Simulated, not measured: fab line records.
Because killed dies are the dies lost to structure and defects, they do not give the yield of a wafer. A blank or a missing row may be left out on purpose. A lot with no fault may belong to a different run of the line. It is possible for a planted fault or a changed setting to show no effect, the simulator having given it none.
Struck lot and sound lot, side by side ; flow nandHarc ; 15 steps out of a route of 1302
Sound: wafers L573.1, L573.3, L573.5. Struck: wafers L582.4, L582.6 (left out: L582.2, a lot-mate that was not struck); the cause follows at the end.
Each step with rows lists, per side, the tool, then ch with its chambers, then its first start. Under that, the readings that differ: sound wafers ; struck wafers ; difference of the means ; sigmas: that difference in standard deviations of wafers without a fault.
alike: a reading whose means differ by less than 2 such deviations, as well as words and numbers matching on both sides. not compared: withheld readings; readings where some wafer has no value; bounds like >300 that might hide an equal value; numbers whose values overlap and for which the record gives no deviation.
The two part at a step that has a row with sigmas, a row that says differs or no value, or rows on one side only. Numbers that have no deviation but don't overlap get no sigmas and don't part them. A reading that every wafer of one side lacks parts them only if that side has two wafers or more.

first, 3 steps without rows for these wafers: NHARC_A_CHANNEL_HOLE_D1_STRIP_41 (strips in N2/H2); NHARC_A_CHANNEL_HOLE_D1_STRIP_42 (strips in CF4/CHF3); NHARC_A_CHANNEL_HOLE_D1_STRIP_43 (strips in O2/COS).
NHARC_A_CHANNEL_HOLE_D1_ETCH_44: etches the open film in CF4/O2, target depth 140 nm, overetch 14 nm, time 77 s.
  sound on rieDiel-06 ch 0,1,2, day 10 10:44; struck on rieDiel-05 ch 0,2, day 15 02:03
  alike: drypumpMotorCurrentA, oesProductAu, rfFwdPowerW, rfVppV, showerheadPlenumPTorr, throttleValvePct
  not compared: rfHoursCounterH
NHARC_A_CHANNEL_HOLE_D1_STRIP_27: strips in O2.
  sound: rieDiel-06 ch 0,1,2; struck: rieDiel-05 ch 0,1
  alike: drypumpMotorCurrentA, oesProductAu, rfVppV, showerheadPlenumPTorr, throttleValvePct
  not compared: rfHoursCounterH
then, 2 steps without rows for these wafers: NHARC_A_CHANNEL_HOLE_D1_PRECLEAN_28 (cleans in SC1); NHARC_A_CHANNEL_HOLE_D1_SRD_29.
NHARC_A_CHANNEL_HOLE_D1_CD_MEAS_30:
  sound on cdSem-03 at day 10 11:32; struck on cdSem-03 at day 15 02:50
  alike: cdNm
NHARC_A_CHANNEL_HOLE_D1_XSEM_31:
  sound on xsem-01 ch 0, day 10 11:37; struck on xsem-02 ch 0, day 15 02:56
  alike: botCdNm, bowNm, tiltDeg
NHARC_A_CHANNEL_HOLE_D1_INSPECT_40:
  sound on defectInspect-02 at day 10 11:43; struck on defectInspect-01 at day 15 03:02
  alike: rawDefectCount
then, 2 steps without rows for these wafers: NHARC_A_CHANNEL_FILL_D1_PRECLEAN_00 (cleans in SC1); NHARC_A_CHANNEL_FILL_D1_SRD_01.
NHARC_A_CHANNEL_FILL_D1_ALD_02: deposits SiO2, target thk 6 nm, pulse time 10 s, ald cycles 60.
  sound on aldHk-02 ch 0,1, day 10 11:55; struck on aldHk-02 ch 0,3, day 15 03:17
reading;sound;struck;difference;sigmas
aldCycles;60 60 60;73 73;+13;
  alike: heaterPowerW, precursorPulseHeightRel
NHARC_A_CHANNEL_FILL_D1_ALD_03: deposits SiNx, target thk 6 nm, pulse time 60 s, ald cycles 58.
  sound: aldSinBatch-02 ch 0; struck: aldSinBatch-01 ch 0
  alike: precursorPulseHeightRel
  not compared: aldCycles
-- break in the record here, with 15 days between the starts of the struck wafers on either side (left off in module A_CHANNEL_FILL_D1, picked up again in module END, where the first step shown is number 1302 on the route) --
NHARC_END_SORT_01:
  sound on prober-02 ch 0, day 25 18:50; struck on prober-01 ch 0, day 30 11:26
reading;sound;struck;difference;sigmas
killedAtPeriphery;1 3 1;9 8;+7;+2
  alike: killedAtArray, killedAtOther, killedDies, killedOpen, killedShort

WHERE THEY PART
At NHARC_END_SORT_01 and nowhere else, as far as this record goes.

WHY: the cause the simulator had injected
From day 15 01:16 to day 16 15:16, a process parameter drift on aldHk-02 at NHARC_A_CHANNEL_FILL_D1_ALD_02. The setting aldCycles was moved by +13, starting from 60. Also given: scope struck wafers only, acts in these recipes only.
